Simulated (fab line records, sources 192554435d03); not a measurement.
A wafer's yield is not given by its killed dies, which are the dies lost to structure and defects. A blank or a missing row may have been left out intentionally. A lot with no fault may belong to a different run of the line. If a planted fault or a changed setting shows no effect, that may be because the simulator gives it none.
Matching of chambers + flow n5_finfet + 4 sister chambers for N5_FIN_SAQP_SPACER2_ALD_28 on ald_sin-03
The step deposits SiO2, target thk 8.1 nm, pulse time 1 s, purge time 2 s. 24 wafers are shown with their chamber, then 12 later ones without.

== WAFERS, EACH WITH ITS CHAMBER ==
| wafer  | chamber | heater_power_w (W) | precursor_pulse_height_rel |
|--------|---------|--------------------|----------------------------|
| L074.2 | 3       | 454                | 1.018                      |
| L074.3 | 1       | 502                | 1.048                      |
| L074.4 | 2       | 520                | 1.027                      |
| L075.1 | 0       | 422                | 0.979                      |
| L075.3 | 3       | 457                | 1.033                      |
| L075.5 | 3       | 447                | 1.043                      |
| L076.1 | 1       | 505                | 0.980                      |
| L076.2 | 3       | 433                | 1.006                      |
| L076.3 | 2       | 505                | 1.026                      |
| L076.4 | 2       | 511                | 1.036                      |
| L076.5 | 1       | 533                | 1.016                      |
| L076.6 | 3       | 447                | 0.980                      |
| L078.3 | 2       | 513                | 1.011                      |
| L078.5 | 0       | 425                | 1.049                      |
| L078.6 | 3       | 462                | 0.999                      |
| L081.1 | 0       | 421                | 1.017                      |
| L081.2 | 1       | 523                | 0.965                      |
| L081.3 | 3       | 456                | 1.005                      |
| L081.4 | 3       | 451                | 0.987                      |
| L081.5 | 1       | 532                | 0.999                      |
| L081.6 | 0       | 440                | 0.977                      |
| L088.2 | 1       | 494                | 1.010                      |
| L088.5 | 0       | 412                | 1.006                      |
| L088.6 | 3       | 438                | 0.994                      |

SIGNATURES (means of the wafers above)
| reading                    | chamber 0 | chamber 1 | chamber 2 | chamber 3 | scatter within a chamber |
|----------------------------|-----------|-----------|-----------|-----------|--------------------------|
| heater_power_w             | 424.00    | 514.83    | 512.25    | 449.44    | 11.4                     |
| precursor_pulse_height_rel | 1.00560   | 1.00300   | 1.02500   | 1.00722   | 0.024                    |
Rule: for a wafer and a chamber, the distance is found by dividing, reading by reading, the gap between the wafer's reading and the chamber's mean by the reading's scatter, squaring, summing and taking the root. The wafer belongs to the nearest chamber; if the next one is less than 2 further off, it can't be placed. The scatter: the root of (the sum of the squares of (reading less its chamber's mean) over the shown wafers, divided by (wafers less chambers)).

== WAFERS WITHOUT THEIR CHAMBER ==
| wafer  | heater_power_w (W) | precursor_pulse_height_rel |
|--------|--------------------|----------------------------|
| L090.1 | 508                | 1.005                      |
| L090.2 | 537                | 1.011                      |
| L090.3 | 414                | 1.032                      |
| L095.2 | 402                | 1.011                      |
| L095.3 | 442                | 0.995                      |
| L095.5 | 443                | 1.034                      |
| L096.1 | 531                | 1.024                      |
| L096.2 | 444                | 0.976                      |
| L096.3 | 409                | 1.027                      |
| L096.4 | 500                | 1.005                      |
| L096.5 | 440                | 1.022                      |
| L096.6 | 530                | 0.998                      |

== THE CHAMBER EACH PASSED THROUGH ==
| wafer  | from the rows above     | in truth |
|--------|-------------------------|----------|
| L090.1 | can't be placed: 1 or 2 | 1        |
| L090.2 | can't be placed: 1 or 2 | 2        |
| L090.3 | can't be placed: 0 or 3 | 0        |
| L095.2 | 0                       | 0        |
| L095.3 | can't be placed: 3 or 0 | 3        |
| L095.5 | can't be placed: 3 or 0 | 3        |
| L096.1 | can't be placed: 2 or 1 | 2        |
| L096.2 | can't be placed: 3 or 0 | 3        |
| L096.3 | 0                       | 0        |
| L096.4 | can't be placed: 1 or 2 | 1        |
| L096.5 | can't be placed: 3 or 0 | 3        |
| L096.6 | can't be placed: 1 or 2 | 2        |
2 of 12 placed correctly. Cannot be placed on the basis of these rows: 10; the candidates contain the true chamber in 10. Placed wrongly: 0.
